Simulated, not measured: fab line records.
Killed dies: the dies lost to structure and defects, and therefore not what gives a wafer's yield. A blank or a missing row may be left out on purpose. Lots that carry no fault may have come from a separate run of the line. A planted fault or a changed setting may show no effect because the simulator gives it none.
Split-lot experiment -- flow n5_finfet -- 21 wafers read from 7 lots, route of 1938 steps

## SPLIT DETAILS
At N5_SDB_ETCH_18 (etches SOC in N2/H2, target depth 100 nm, overetch 20 nm, time 150 s), the setting source_w was moved away from the recipe's 840 W on 7 of the 21 wafers read, by +6.8% to +17.2%. For the rest of the wafers, this setting stayed at what the recipe calls for.

The reading is taken at the split's own step.

## THE READING
rf_vpp_V, in V, at N5_SDB_ETCH_18 (etches SOC in N2/H2, target depth 100 nm, overetch 20 nm, time 150 s). Fault-free wafers of this fab line usually give 524.9 V, standard deviation 2 V.

wafer,"tool, chamber at the split","source_w as run, W",against the recipe,"rf_vpp_V, V",against lot-mates on the recipe
L074.2,"rie_diel-01, 1",840,recipe,525.0,-
L074.3,"rie_diel-01, 2",984.1,+17.2%,496.1,-28.9
L074.6,"rie_diel-01, 3",984.1,+17.2%,498.3,-26.7
L081.3,"rie_diel-04, 2",840,recipe,526.5,-
L081.4,"rie_diel-04, 1",896.8,+6.8%,514.1,-12.2
L081.6,"rie_diel-04, 3",840,recipe,526.1,-
L084.1,"rie_diel-06, 3",914.9,+8.9%,508.6,no lot-mate on the recipe
L084.3,"rie_diel-06, 0",914.9,+8.9%,509.8,no lot-mate on the recipe
L084.4,"rie_diel-06, 1",914.9,+8.9%,511.0,no lot-mate on the recipe
L087.1,"rie_diel-01, 3",840,recipe,524.9,-
L087.2,"rie_diel-01, 2",840,recipe,522.5,-
L087.5,"rie_diel-01, 0",840,recipe,527.4,-
L090.2,"rie_diel-06, 1",840,recipe,526.4,-
L090.5,"rie_diel-06, 1",840,recipe,525.8,-
L090.6,"rie_diel-06, 2",967.7,+15.2%,502.7,-23.4
L091.1,"rie_diel-01, 1",840,recipe,523.9,-
L091.3,"rie_diel-01, 2",840,recipe,521.1,-
L091.6,"rie_diel-01, 3",840,recipe,523.4,-
L093.2,"rie_diel-04, 0",840,recipe,528.9,-
L093.3,"rie_diel-04, 1",840,recipe,522.8,-
L093.4,"rie_diel-04, 3",840,recipe,526.9,-

THE FIT
A straight line over all 21 wafers: rf_vpp_V changes by -1.61 V for each +1% of source_w; r = -0.98; the points scatter about the line by 2 V.
The same after taking each lot's own level away (the mean of its wafers on the recipe; 18 wafers): -1.61 V for each +1%; r = -0.99; scatter 1.6 V.
Per that fit: largest source_w move, reading shift of 28 V.
From 522.80 to 526.30 V: that is the span of the lots' own levels, equal to 1.7 times the standard deviation above.
The two slopes agree, so the slope changes little with the lot-to-lot level.
Check: with one of the wafers moved furthest among these (+17.2%) left out of the fit, the line predicts -26.9 V for it against its lot-mates. It came out at -28.9 V against them.
Tool readings at the split's step, against how far the setting was moved: rf_vpp_V r = -0.98.

## OTHER SPLITS ON THESE WAFERS
Other splits were also applied to these wafers ahead of the reading. Each is held against what the fit with the lots' levels taken away leaves over:
other split on the same wafers,wafers away from the commonest value,r with rf_vpp_V (lot level and that fit taken away)
N5_SD_EPI_P_PEB_07 peb_time_s,3,+0.00

## THE FILE'S OWN FIT
rf_vpp_V changes by -1.6 V for each +1% of source_w, r = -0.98.
